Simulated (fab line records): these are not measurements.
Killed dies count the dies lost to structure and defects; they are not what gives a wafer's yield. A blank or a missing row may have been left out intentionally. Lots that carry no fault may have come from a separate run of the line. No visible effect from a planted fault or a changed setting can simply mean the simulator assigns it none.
A struck lot beside a sound one -- flow n5 finfet -- 35 steps out of a route of 1938
Sound: wafers L356.2, L356.3, L356.5. Struck: wafer L361.5. The cause comes at the end.
Order at every step that has rows: each side's tool, ch and its chambers, its first start. Under that, the readings that differ: sound wafers -- struck wafers -- difference of the means -- sigmas: that difference in standard deviations of wafers without a fault.
alike: same words and numbers on both sides, and readings whose means sit less than 2 such deviations apart. not compared: any withheld reading, any reading some wafer has no value for, any bound like >300 that may hide the same value, and any number with overlapping values for which the record gives no deviation.
A row with sigmas, a row that says differs or no value, or rows on one side alone: a step with any of these is where the two part. Numbers that don't overlap but have no deviation are shown without sigmas and don't part them. A reading that every wafer of one side lacks parts them only if that side has two wafers or more.

first, 9 steps without rows for these wafers: N5_BEOL_M7_ALD_77 (deposits TaN, target thk 2 nm, pulse time 2 s, purge time 3 s); N5_BEOL_M7_SURFACE_TREAT_79; N5_BEOL_M7_CVD_78 (deposits Co from CCTBA/H2, target thk 2 nm, time 142.3 s); N5_BEOL_M7_SPUTTER_48 (material Cu, target thk 10 nm, time 1.667 s); N5_BEOL_M7_ECD_50 (material Cu, target thk 300 nm); N5_BEOL_M7_ANNEAL_51 (time 90 s); N5_BEOL_M7_CMP_52 (polishes, stops on SiCOH lowk, t overpolish 6.9 s, target thk 80 nm); N5_BEOL_M7_PRE_CLEAN_55 (time 15 s); N5_BEOL_M7_DEP_56 (deposits SiCN from 3MS/NH3, target thk 10 nm, time 17.5 s).
N5_BEOL_M8_ILD_DEP_00: deposits SiCOH lowk from DEMS/porogen, target thk 179.75 nm, time 33.4 s.
  sound on pecvd-03 ch 0,1, day 9 18:05; struck on pecvd-03 ch 0, day 11 08:09
reading,sound,struck,difference,sigmas
susceptor temp C (C),300.24 299.91 300.03,305.38,+5.32,+30
model.SiCOH_lowk_of_BEOL_M8_ILD_DEP_00.thk nm (nm),179.6 179.8 183.2,176,-5,
  alike: chamber pressure Torr, heater power w, showerhead plenum p Torr, throttle valve pct
  not compared: since wet clean h
then, 24 steps without rows for these wafers: N5_BEOL_M8_CURE_74 (cures SiCOH lowk, time 240 s); N5_BEOL_M8_PECVD_70 (deposits SiO2 from TEOS/O2, target thk 20 nm, time 22.7 s); N5_BEOL_M8_HM_DEP_02 (deposits TiN, target thk 20 nm); N5_BEOL_M8_COAT_59 (time 60 s, resist thk 100 nm); N5_BEOL_M8_COAT_60 (time 60 s, resist thk 35 nm); N5_BEOL_M8_COAT_05 (resist thk 90 nm); N5_BEOL_M8_EBR_07; N5_BEOL_M8_SOFTBAKE_06 (time 60 s); N5_BEOL_M8_EXPOSE_08 (exposes mask M8); N5_BEOL_M8_PEB_09 (peb time 60 s); N5_BEOL_M8_DEVELOP_10 (develop time 30 s); N5_BEOL_M8_DESCUM_16 (chemistry O2, time 7.9 s); N5_BEOL_M8_ETCH_61 (etches SiARC in CF4, target depth 45.5 nm, time 75.8 s); N5_BEOL_M8_ETCH_62 (etches SOC in N2/H2, target depth 110 nm, overetch 22 nm, time 165 s); N5_BEOL_M8_STRIP_68 (strips in N2/H2); N5_BEOL_M8_STRIP_67 (strips in CF4); N5_BEOL_M8_HM_OPEN_17 (chemistry Cl2/BCl3, target TiN, target depth 20 nm, overetch 6 nm); N5_BEOL_M8_STRIP_19 (strips in O2); N5_BEOL_M8_COAT_63 (time 60 s, resist thk 60 nm); N5_BEOL_M8_COAT_64 (time 60 s, resist thk 12 nm); N5_BEOL_M8_COAT_71 (time 60 s, resist thk 5 nm); N5_BEOL_M8_COAT_22 (resist thk 30 nm); N5_BEOL_M8_EBR_24; N5_BEOL_M8_SOFTBAKE_23 (time 60 s).
N5_BEOL_M8_CMP_52: polishes, stops on SiCOH lowk, t overpolish 6.9 s, target thk 80 nm.
  sound on cmp-04 ch 0,1,2, day 9 23:31; struck on cmp-01 ch 3, day 11 19:16
reading,sound,struck,difference,sigmas
model.SiCOH_lowk_of_BEOL_M8_ILD_DEP_00.thk nm (nm),151.8 152.2 155,148.6,-4.4,
  alike: barrier field endpoint s, motor current A, overpolish run s, time to endpoint s

## WHERE THEY PART
Only at N5_BEOL_M8_ILD_DEP_00, within this record. Later steps at which nothing parts them and some readings are alike: N5_BEOL_M8_CMP_52.

WHY: whatever the simulator had introduced
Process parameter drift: pecvd-03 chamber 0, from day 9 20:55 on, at N5_BEOL_M8_ILD_DEP_00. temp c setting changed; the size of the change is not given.
